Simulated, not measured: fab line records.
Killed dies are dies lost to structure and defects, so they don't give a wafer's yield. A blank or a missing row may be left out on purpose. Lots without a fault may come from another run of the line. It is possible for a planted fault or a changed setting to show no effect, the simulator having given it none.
Matching of chambers || flow nand-harc || 4 sister chambers for NHARC_A_SLIT_DESCUM_14 on rie-diel-09
The step chemistry O2, time 3 s. 4 wafers are shown with their chamber, then 12 later ones without.

WAFERS WITH THEIR CHAMBER
{"wafer": "L083.6", "chamber": 3, "drypump-motor-current-A (A)": 6.4}
{"wafer": "L087.4", "chamber": 2, "drypump-motor-current-A (A)": 5.9}
{"wafer": "L087.5", "chamber": 0, "drypump-motor-current-A (A)": 5.6}
{"wafer": "L087.6", "chamber": 1, "drypump-motor-current-A (A)": 5.8}

WAFERS MISSING THEIR CHAMBER
{"wafer": "L088.1", "drypump-motor-current-A (A)": 5.8}
{"wafer": "L088.3", "drypump-motor-current-A (A)": 6.3}
{"wafer": "L088.4", "drypump-motor-current-A (A)": 5.7}
{"wafer": "L091.1", "drypump-motor-current-A (A)": 5.7}
{"wafer": "L091.2", "drypump-motor-current-A (A)": 5.9}
{"wafer": "L091.5", "drypump-motor-current-A (A)": 6.3}
{"wafer": "L094.1", "drypump-motor-current-A (A)": 5.6}
{"wafer": "L094.4", "drypump-motor-current-A (A)": 5.8}
{"wafer": "L094.6", "drypump-motor-current-A (A)": 5.6}
{"wafer": "L096.1", "drypump-motor-current-A (A)": 6.3}
{"wafer": "L096.3", "drypump-motor-current-A (A)": 5.6}
{"wafer": "L096.6", "drypump-motor-current-A (A)": 5.6}

WHICH CHAMBER EACH ONE RAN IN
{"wafer": "L088.1", "from the rows above": "can't be placed: 1 or 2", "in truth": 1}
{"wafer": "L088.3", "from the rows above": 3, "in truth": 3}
{"wafer": "L088.4", "from the rows above": "can't be placed: 1 or 0 or 2", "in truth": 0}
{"wafer": "L091.1", "from the rows above": "can't be placed: 1 or 0 or 2", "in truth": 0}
{"wafer": "L091.2", "from the rows above": "can't be placed: 2 or 1", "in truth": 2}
{"wafer": "L091.5", "from the rows above": 3, "in truth": 3}
{"wafer": "L094.1", "from the rows above": 0, "in truth": 0}
{"wafer": "L094.4", "from the rows above": "can't be placed: 1 or 2", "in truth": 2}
{"wafer": "L094.6", "from the rows above": 0, "in truth": 0}
{"wafer": "L096.1", "from the rows above": 3, "in truth": 3}
{"wafer": "L096.3", "from the rows above": 0, "in truth": 0}
{"wafer": "L096.6", "from the rows above": 0, "in truth": 0}
Correctly placed: 7 of 12. Unplaceable from these rows: 5, with the true chamber sitting among the candidates in 5. Wrongly placed: 0.
How it was worked out, from the rows above alone: a wafer's distance from a chamber is the root of the sum, over the readings, of the square of ((its reading less the chamber's mean) divided by the reading's scatter). If the next closest chamber is less than 2 further off than the closest, the wafer can't be placed; otherwise it belongs to the closest. Each chamber's mean is taken over the wafers shown for it. The scatter: with one shown wafer a chamber, the root of the mean of the squares of how far each hidden wafer lies from its nearest shown one.
